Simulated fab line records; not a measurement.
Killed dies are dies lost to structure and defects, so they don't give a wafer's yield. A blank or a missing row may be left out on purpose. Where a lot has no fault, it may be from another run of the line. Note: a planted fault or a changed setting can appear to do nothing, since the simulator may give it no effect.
Lot-split experiment    flow n5_finfet    39 wafers read from 7 lots, route of 1938 steps

## THE SPLIT ITSELF
At N5_SD_EPI_N_EPI_21 (deposits Si:P, time 690 s), the setting epi_growth_time_s was moved away from the recipe's 690 s on 18 of the 39 wafers read, by -58.9% to +40.8%. The other wafers ran this setting at the recipe's value.

The reading comes from the split's own step.

## THE READING
Si-P_of_SD_EPI_N_EPI_21.thk_nm (the simulator's own value, which no gauge read), in nm, at N5_SD_EPI_N_EPI_21 (deposits Si:P, time 690 s). There is no usual value for it anywhere in the file. Across the 21 wafers here that went through the recipe, the average is 59.0 nm and the standard deviation 0.69 nm.

wafer   tool, chamber at the split  epi_growth_time_s as run, s  against the recipe  Si-P_of_SD_EPI_N_EPI_21.thk_nm, nm  against lot-mates on the recipe
L074.1  epi_rpcvd-03, 0             690                          recipe              59                                  -
L074.2  epi_rpcvd-03, 0             477                          -30.9%              44.2                                -15.3
L074.5  epi_rpcvd-03, 0             477                          -30.9%              44.2                                -15.3
L074.3  epi_rpcvd-03, 0             690                          recipe              60                                  -
L074.4  epi_rpcvd-03, 0             690                          recipe              59.4                                -
L074.6  epi_rpcvd-03, 0             477                          -30.9%              44.4                                -15.1
L075.1  epi_rpcvd-02, 0             690                          recipe              59.4                                -
L075.2  epi_rpcvd-02, 0             899.5                        +30.4%              72                                  +12.5
L075.3  epi_rpcvd-02, 0             899.5                        +30.4%              71.8                                +12.3
L075.4  epi_rpcvd-02, 0             690                          recipe              59.6                                -
L075.6  epi_rpcvd-02, 0             690                          recipe              59.6                                -
L075.5  epi_rpcvd-02, 0             899.5                        +30.4%              71.6                                +12.1
L076.1  epi_rpcvd-02, 0             690                          recipe              58.4                                -
L076.4  epi_rpcvd-02, 0             690                          recipe              58.4                                -
L076.2  epi_rpcvd-02, 0             283.6                        -58.9%              26                                  -32.7
L076.6  epi_rpcvd-02, 0             283.6                        -58.9%              26                                  -32.7
L076.3  epi_rpcvd-02, 0             283.6                        -58.9%              25.8                                -32.9
L076.5  epi_rpcvd-02, 0             690                          recipe              59.4                                -
L077.1  epi_rpcvd-02, 0             690                          recipe              59.4                                -
L077.2  epi_rpcvd-02, 0             371.7                        -46.1%              34.6                                -25.2
L077.4  epi_rpcvd-02, 0             371.7                        -46.1%              34.6                                -25.2
L077.6  epi_rpcvd-02, 0             371.7                        -46.1%              34.6                                -25.2
L077.3  epi_rpcvd-02, 0             690                          recipe              60                                  -
L077.5  epi_rpcvd-02, 0             690                          recipe              60                                  -
L088.1  epi_rpcvd-04, 0             690                          recipe              57.8                                -
L088.2  epi_rpcvd-04, 0             690                          recipe              57.8                                -
L088.3  epi_rpcvd-04, 0             971.6                        +40.8%              74.8                                +16.7
L088.4  epi_rpcvd-04, 0             971.6                        +40.8%              75                                  +16.9
L088.5  epi_rpcvd-04, 0             971.6                        +40.8%              73.2                                +15.1
L088.6  epi_rpcvd-04, 0             690                          recipe              58.8                                -
L090.1  epi_rpcvd-04, 0             690                          recipe              59.2                                -
L090.2  epi_rpcvd-04, 0             690                          recipe              58.8                                -
L090.3  epi_rpcvd-04, 0             457                          -33.8%              41.6                                -17.4
L090.4  epi_rpcvd-04, 0             457                          -33.8%              42.4                                -16.6
L090.5  epi_rpcvd-04, 0             690                          recipe              59                                  -
L090.6  epi_rpcvd-04, 0             457                          -33.8%              42                                  -17.0
L092.4  epi_rpcvd-04, 0             690                          recipe              59.4                                -
L092.5  epi_rpcvd-04, 0             690                          recipe              57.8                                -
L092.6  epi_rpcvd-04, 0             690                          recipe              58.4                                -

FIT RESULTS
A straight line over all 39 wafers: Si-P_of_SD_EPI_N_EPI_21.thk_nm changes by +0.488 nm for each +1% of epi_growth_time_s; r = +0.99; the points scatter about the line by 1.8 nm.
The same after taking each lot's own level away (the mean of its wafers on the recipe; 39 wafers): +0.493 nm for each +1%; r = +0.99; scatter 1.6 nm.
According to that fit, moving epi_growth_time_s by its largest amount changes the reading by 29 nm.
From 58.13 to 59.80 nm: that is the span of the lots' own levels, equal to 2.4 times the standard deviation above.
So the lot-to-lot level changes the slope little: the two slopes agree.
Check: with one of the wafers moved furthest among these (-58.9%) left out of the fit, the line predicts -29.7 nm for it against its lot-mates. It came out at -32.7 nm against them.

## THE OTHER SPLITS THESE WAFERS WENT THROUGH
Before the reading, these wafers also passed through other splits. Each is held against what the fit with the lots' levels taken away leaves over:
other split on the same wafers              wafers away from the commonest value  r with Si-P_of_SD_EPI_N_EPI_21.thk_nm (lot level and that fit taken away)
N5_ZERO_LAYER_PECVD_02 time_s               12                                    -0.01
N5_FIN_SAQP_MANDREL_ETCH_22 target_depth_a  12                                    +0.05

## THE WHOLE CHAIN: every reading that the file lists as answering this split, in the file's order
step                     what it does               reading                                                                          change (the file's fit)                r (the file's)
N5_SD_EPI_N_EPI_21       deposits Si:P, time 690 s  Si-P_of_SD_EPI_N_EPI_21.thk_nm (the simulator's own value, which no gauge read)  +0.503 nm for each +1% of the setting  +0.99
N5_SD_EPI_N_EPI_MEAS_23                             thk_nm                                                                           withheld for each +1% of the setting   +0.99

## THE FILE'S OWN FIT
Si-P_of_SD_EPI_N_EPI_21.thk_nm changes by +0.503 nm for each +1% of epi_growth_time_s, r = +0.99.
